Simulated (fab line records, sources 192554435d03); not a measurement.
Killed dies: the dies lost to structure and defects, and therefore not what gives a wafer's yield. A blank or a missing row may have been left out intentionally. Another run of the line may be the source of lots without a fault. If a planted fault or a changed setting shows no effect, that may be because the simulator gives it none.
Split-lot study ; flow n5-finfet ; on a route of 1938 steps: 7 lots, 21 wafers read

## ABOUT THE SPLIT
At N5_BEOL_M11_PECVD_70 (deposits SiO2 from TEOS/O2, target thk 20 nm, time 22.7 s), the setting temp-c was moved away from the recipe's 400 C on 6 of the 21 wafers read, by -4.3% to +3.0%. This setting was run at the recipe's value on the other wafers.

Reading taken at the split's own step.

## THE READING
SiO2_of_BEOL_M11_PECVD_70.thk-nm (the simulator's own value, which no gauge read), in nm, at N5_BEOL_M11_PECVD_70 (deposits SiO2 from TEOS/O2, target thk 20 nm, time 22.7 s). The file does not state a usual value for it. The 15 wafers here that ran the recipe average 19.9 nm, standard deviation 0.36 nm.

wafer;tool, chamber at the split;temp-c as run, C;against the recipe;SiO2_of_BEOL_M11_PECVD_70.thk-nm, nm;against lot-mates on the recipe
L075.1;pecvd-04, 1;382.9;-4.3%;22.2;+2.2
L075.4;pecvd-04, 1;382.9;-4.3%;22.2;+2.2
L075.3;pecvd-04, 2;400;recipe;20;-
L079.1;pecvd-02, 2;400;recipe;19.8;-
L079.3;pecvd-02, 1;400;recipe;19.2;-
L079.5;pecvd-02, 1;400;recipe;19.6;-
L081.2;pecvd-01, 1;400;recipe;20;-
L081.4;pecvd-01, 1;400;recipe;20;-
L081.6;pecvd-01, 2;412.2;+3.0%;19.2;-0.8
L083.1;pecvd-02, 0;400;recipe;19.8;-
L083.4;pecvd-02, 0,2;400;recipe;20.2;-
L083.5;pecvd-02, 0,2;400;recipe;20.2;-
L087.1;pecvd-01, 1,2;392.8;-1.8%;21;+0.4
L087.2;pecvd-01, 1,2;392.8;-1.8%;21;+0.4
L087.3;pecvd-01, 2;400;recipe;20.6;-
L085.1;pecvd-04, 0;400;recipe;19.8;-
L085.2;pecvd-04, 1;400;recipe;19.6;-
L085.6;pecvd-04, 2;400;recipe;20.2;-
L097.1;pecvd-02, 1;400;recipe;19.2;-
L097.3;pecvd-02, 0;387.2;-3.2%;21.2;+1.6
L097.5;pecvd-02, 0;400;recipe;20;-
Where a row lists several chambers, the file gives one row for several wafers and doesn't say which wafer went through which chamber.

THE FIT
A straight line over all 21 wafers: SiO2_of_BEOL_M11_PECVD_70.thk-nm changes by -0.465 nm for each +1% of temp-c; r = -0.90; the points scatter about the line by 0.38 nm.
The same after taking each lot's own level away (the mean of its wafers on the recipe; 21 wafers): -0.439 nm for each +1%; r = -0.93; scatter 0.29 nm.
According to that fit, moving temp-c by its largest amount changes the reading by 1.9 nm.
The lots' own levels span 19.53 to 20.60 nm, that is 2.9 times the standard deviation above.
The two slopes agree, so the slope changes little with the lot-to-lot level.
Check: for one of the wafers moved furthest among these (-4.3%), held out of the fit, the line's prediction against its lot-mates is +1.78 nm. It came out at +2.2 nm against them.

## FURTHER SPLITS ON THESE WAFERS
Note: prior to the reading, these wafers also went through further splits. Each is held against what the fit with the lots' levels taken away leaves over:
other split on the same wafers;wafers away from the commonest value;r with SiO2_of_BEOL_M11_PECVD_70.thk-nm (lot level and that fit taken away)
N5_BEOL_M9_TRENCH_ETCH_37 time-s;3;-0.10
N5_BEOL_M10_ETCH_62 time-s;8;+0.47
N5_BEOL_M10_COAT_64 spin-rpm;10;+0.31

## FILE'S OWN FIT
SiO2_of_BEOL_M11_PECVD_70.thk-nm changes by -0.431 nm for each +1% of temp-c, r = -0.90.
